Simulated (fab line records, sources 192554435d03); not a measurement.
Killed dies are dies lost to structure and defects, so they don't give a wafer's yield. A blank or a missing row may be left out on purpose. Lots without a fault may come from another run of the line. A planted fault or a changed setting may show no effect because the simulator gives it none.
fab line records | flow n5_finfet
record lots=4 wafers=12 last_day=17
route steps=1938 shown WELL_APT@35 PMOS_HMC_CHANNEL_EPI@57 BEOL_M4@1111
lots that met no fault: from a run of the same line without faults
start_h: hours from the record's first day to the start of the lot's first wafer shown | wait_h: hours since the lot's step before | " the same as in the row above | L1.1+2: a row that stands for several wafers | - no value, or no start given | * or withheld: withheld | < > ~ a bound
route shown NAME@n: a module of which the file shows steps, and the number in the route of the first | usual: mean/standard deviation of fault-free wafers | same: alike in all rows | chamber/n: place in a boat | sites: the reading at each site | _std_site: their standard deviation | _edge_site: outer sites' mean less inner sites' | radius_mm: how far each site lies from the wafer's centre | mask NAME#n: copy n | behind: the tool/chamber that last shaped the wafer | hold: why the lot was held/for how many hours/how that ended | device: the transistor (n, p or np) that didn't switch | end of line: the same wafers' tests at the end of the route | a step without rows: its recipe alone | killed: dies lost to structure and defects at the first sort, not the wafer's yield | map: a wafer's dies, x killed, . not, _ none there
set.NAME: the setting as run; set.NAME@STEP: as run at that earlier step | model.NAME: the simulator's own value behind a step, which no gauge read
lots at some steps of the route; a table a step, a row a wafer
services: from which hour (start_h, from the record's first day; less than 0 if before it) a tool's chamber was out of use, for how many hours, and why
## steps
# step N5_WELL_APT_HMDS_18
# recipe time_s=60 temp_c=120
# step N5_WELL_APT_COAT_19
# recipe spin_rpm=1357 resist_thk_nm=950
# step N5_WELL_APT_EBR_21
# recipe solvent=PGMEA ebr_width_mm=1.5
# step N5_WELL_APT_SOFTBAKE_20
# recipe temp_c=130 time_s=60
# step N5_WELL_APT_EXPOSE_22
# recipe mask_id=PWELL na=0.8 source_shape=conventional sigma_outer=0.8 polarization=unpolarized defocus_nm=0 target_cd_nm=200 dose_mj=23.2
# step N5_WELL_APT_PEB_23
# recipe peb_temp_c=130 peb_time_s=90
# step N5_WELL_APT_DEVELOP_24
# recipe develop_time_s=45 rinse_liquid=surfactant_rinse dry=air_spin dev_temp_c=21
# step N5_WELL_APT_HARDBAKE_29
# recipe temp_c=130 time_s=120
# step N5_WELL_APT_DESCUM_30
# recipe chemistry=O2 time_s=7.9 source_power_w=50 bias_power_w=20 pressure_mtorr=20 rf_frequency_hz=2.712e+07 temp_c=40 o2_flow_sccm=225
# step N5_WELL_APT_IMPLANT_31
# recipe species=B energy_kev=60 dose_cm2=1.5e+13 tilt_deg=0 rotation_deg=0
# usual beam_energy_keV=60.004/0.018 tilt_deg=0.002/0.019
# columns lot.wafer tool chamber start_h wait_h beam_energy_keV tilt_deg model.implant.rp_nm model.implant.drp_nm
L753.2 implanter-02 0 27.15 0.1 60.003 -0.035 189.3 64.53
L753.4 " 0 " " 59.972 0.009 189.3 64.53
L753.6 " 0 " " 60.015 0.004 189.3 64.53
L755.1 implanter-02 0 39.05 0.1 51.206 0.016 168.1 59.21
L755.2 " 0 " " 51.218 -0.003 168.1 59.21
L755.4 " 0 " " 51.218 0.011 168.1 59.21
L758.2 implanter-02 0 57.83 0.1 51.195 0.028 159.9 59.21
L758.3 " 0 " " 51.211 0.006 159.9 59.21
L758.5 " 0 " " 51.218 0.043 159.9 59.21
L765.2 implanter-01 0 100.51 0.1 59.994 -0.014 196.1 64.53
L765.4 " 0 " " 60.026 -0.015 196.1 64.53
L765.6 " 0 " " 59.978 0.003 196.1 64.53
# step N5_WELL_APT_IMPLANT_32
# recipe species=BF2 energy_kev=50 dose_cm2=2e+13 tilt_deg=0 rotation_deg=0
# step N5_WELL_APT_STRIP_33
# recipe chemistry=SPM time_s=900 temp_c=130 h2so4_h2o2_vol_ratio=4 dry=ipa_marangoni
# step N5_WELL_APT_RTA_34
# recipe temp_c=1000 time_s=10 ambient=N2 idle_temp_c=600 ramp_up_c_per_s=150 ramp_down_c_per_s=60 cool_to_c=600
# step N5_WELL_APT_OXIDE_STRIP_42
# recipe chemistry=dHF dilution=25:1 time_s=45 temp_c=25 target=SiO2 target_depth_a=120
# step N5_WELL_APT_PRECLEAN_36
# recipe chemistry=O3/DIW time_s=45 temp_c=22 o3_ppm=10
# step N5_WELL_APT_PRECLEAN_39
# recipe chemistry=dHF time_s=60 dilution=150:1 temp_c=25
# step N5_WELL_APT_SRD_37
# recipe dry=ipa_marangoni do_ppb=5 time_s=30 temp_c=23 rinse_liquid=diw
# step N5_WELL_APT_EPI_41
# recipe material=Si target_thk_a=500 temp_c=650 precursor=SiH4/H2 pressure_torr=20 time_s=297.7
# step N5_PMOS_HMC_CHANNEL_EPI_HM_DEP_34
# recipe material=SiO2 target_thk_a=360 temp_c=400 precursor=TEOS/O2 pressure_torr=6.5 rf_w=900 teos_flow_sccm=161.4 gas=O2 flow_sccm=2650 time_s=6.9
# step N5_PMOS_HMC_CHANNEL_EPI_COAT_31
# recipe resist=BARC temp_c=205 time_s=60 spin_rpm=1500 resist_thk_nm=66
# step N5_PMOS_HMC_CHANNEL_EPI_COAT_03
# recipe resist=CAR-ArF-block spin_rpm=1500 resist_thk_nm=205
# step N5_PMOS_HMC_CHANNEL_EPI_EBR_05
# recipe solvent=PGMEA ebr_width_mm=1.5
# step N5_PMOS_HMC_CHANNEL_EPI_SOFTBAKE_04
# recipe temp_c=110 time_s=60 resist=CAR-ArF-block
# step N5_PMOS_HMC_CHANNEL_EPI_EXPOSE_06
# recipe mask_id=PMOS_HMC_BLK na=1.35 source_shape=conventional sigma_outer=0.8 polarization=unpolarized target_cd_nm=240 dose_mj=41
# step N5_PMOS_HMC_CHANNEL_EPI_PEB_07
# recipe peb_temp_c=110 peb_time_s=60 resist=CAR-ArF-block
# step N5_PMOS_HMC_CHANNEL_EPI_DEVELOP_08
# recipe develop_time_s=30 developer=TMAH resist=CAR-ArF-block dev_temp_c=23 rinse_liquid=diw dry=air_spin
# step N5_PMOS_HMC_CHANNEL_EPI_DESCUM_14
# recipe chemistry=O2 time_s=7.9 source_power_w=50 bias_power_w=20 pressure_mtorr=20 rf_frequency_hz=2.712e+07 temp_c=40 resist=CAR-ArF-block o2_flow_sccm=225
# step N5_PMOS_HMC_CHANNEL_EPI_ETCH_32
# recipe chemistry=N2/H2 target=BARC stop_on=SiO2 target_depth_a=858 over_etch_frac=0.3 time_s=50.3 ion_energy_ev=200 mask_material=CAR-ArF-block pressure_mtorr=30 source_w=840 bias_w=150 n2_flow_sccm=200 h2_flow_sccm=200
# step N5_PMOS_HMC_CHANNEL_EPI_HM_OPEN_15
# recipe chemistry=CHF3/O2 target=SiO2 mask_material=CAR-ArF-block target_depth_a=406 CHF3_flow_sccm=50 O2_flow_sccm=5 Ar_flow_sccm=200 time_s=20.3 pressure_mtorr=30 source_w=650 bias_w=170 ion_energy_ev=200
# step N5_PMOS_HMC_CHANNEL_EPI_STRIP_33
# recipe chemistry=N2/H2 power_w=500 temp_c=40 pressure_mtorr=50 rf_frequency_hz=6e+07 overash_fraction=0.3 bias_power_w=8 h2_frac=0.5 n2_flow_sccm=300 h2_flow_sccm=300
# step N5_PMOS_HMC_CHANNEL_EPI_STRIP_17
# recipe chemistry=SPM time_s=750 temp_c=130 h2so4_h2o2_vol_ratio=4 dry=ipa_marangoni
# step N5_PMOS_HMC_CHANNEL_EPI_ETCH_38
# recipe chemistry=CF4 target=SiO2 target_depth_a=15 ion_energy_ev=350 pressure_mtorr=10 icp_w=800 bias_w=400 cf4_flow_sccm=80
# step N5_PMOS_HMC_CHANNEL_EPI_FIN_RECESS_16
# recipe chemistry=HBr/Cl2 target=Si mask_material=SiO2 target_depth_a=540 time_s=18 pressure_mtorr=10 icp_w=800 bias_w=75 HBr_flow_sccm=150 Cl2_flow_sccm=80
# step N5_PMOS_HMC_CHANNEL_EPI_PRECLEAN_36
# recipe chemistry=O3/DIW time_s=45 temp_c=22 o3_ppm=10
# step N5_PMOS_HMC_CHANNEL_EPI_PRECLEAN_18
# recipe chemistry=DHF time_s=30 temp_c=25 dilution=withheld
# step N5_BEOL_M4_RC_MEAS_101
# usual DIBL_N=36.2/1.6 DIBL_P=36.1/2 IOFF_N=0.16/0.032 IOFF_P=0.22/0.036 ION_N=672/11 ION_P=463/7.5 RS_PWELL=3013/24 SS_N=71.4/0.58 SS_P=73.2/0.67 VT_N=250/3.3 VT_P=-250/3.3
# columns lot.wafer tool chamber start_h wait_h DIBL_N[mV/V] DIBL_P[mV/V] IOFF_N[nA/um] IOFF_P[nA/um] ION_N[uA/um] ION_P[uA/um] RS_PWELL[ohm/sq] SS_N[mV/dec] SS_P[mV/dec] VT_N[mV] VT_P[mV]
L753.2 prober-02 0 179.80 0.2 35.6 35.6 0.14 0.19 669 456 3017 71.1 73.0 253 -252
L753.4 " 0 " " 38.6 39.1 0.19 0.26 690 477 3020 71.7 74.3 246 -248
L753.6 " 0 " " 35.1 35.2 0.14 0.18 670 458 3013 71.6 72.7 252 -250
L755.1 prober-01 0 197.43 0.0 36.8 34.6 0.15 0.19 671 463 3213 71.6 72.6 247 -249
L755.2 " 0 " " 37.2 33.6 0.15 0.19 659 451 3248 71.4 72.3 248 -252
L755.4 " 0 " " 35.8 33.3 0.13 0.19 661 459 3267 70.7 72.9 250 -249
L758.2 prober-02 0 213.60 0.2 34.2 35.1 0.14 0.18 670 456 3203 70.9 73.0 252 -256
L758.3 " 0 " " 35.7 36.1 0.16 0.19 671 453 3186 71.5 73.5 248 -253
L758.5 " 0 " " 34.4 34.1 0.13 0.17 661 449 3254 71.0 73.1 253 -258
L765.2 prober-01 0 278.87 0.2 35.7 36.7 0.15 0.19 663 456 3002 71.6 73.6 251 -251
L765.4 " 0 " " 35.7 36.7 0.16 0.18 675 458 3000 72.0 73.6 247 -253
L765.6 " 0 " " 33.9 34.9 0.13 0.16 666 456 3017 70.8 72.7 251 -254
## services
# columns tool chamber start_h hours kind
implanter-02 - 23.71 3.1 pm
## key
first_sign step=N5_WELL_APT_IMPLANT_31 reading=beam_energy_keV direction=down sigmas=99+ usual=60.004 struck=51.211
effect step=N5_BEOL_M4_RC_MEAS_101 reading=RS_PWELL direction=up sigmas=8.8 usual=3013 struck=3229
model_effect step=N5_WELL_APT_IMPLANT_31 value=implant.rp_nm without=189.8 struck=164
met_at N5_WELL_APT_IMPLANT_31
struck_wafers L755.1,L755.2,L755.4,L758.2,L758.3,L758.5
onset_between 27.15 39.05
fault kind=process_parameter_drift tool=implanter-02 chamber=- onset_h=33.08 steps=N5_WELL_APT_IMPLANT_31 channel=energy_kev offset=-8.7827 shape=step end_h=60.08 acts_in=these_recipes_only stated=60
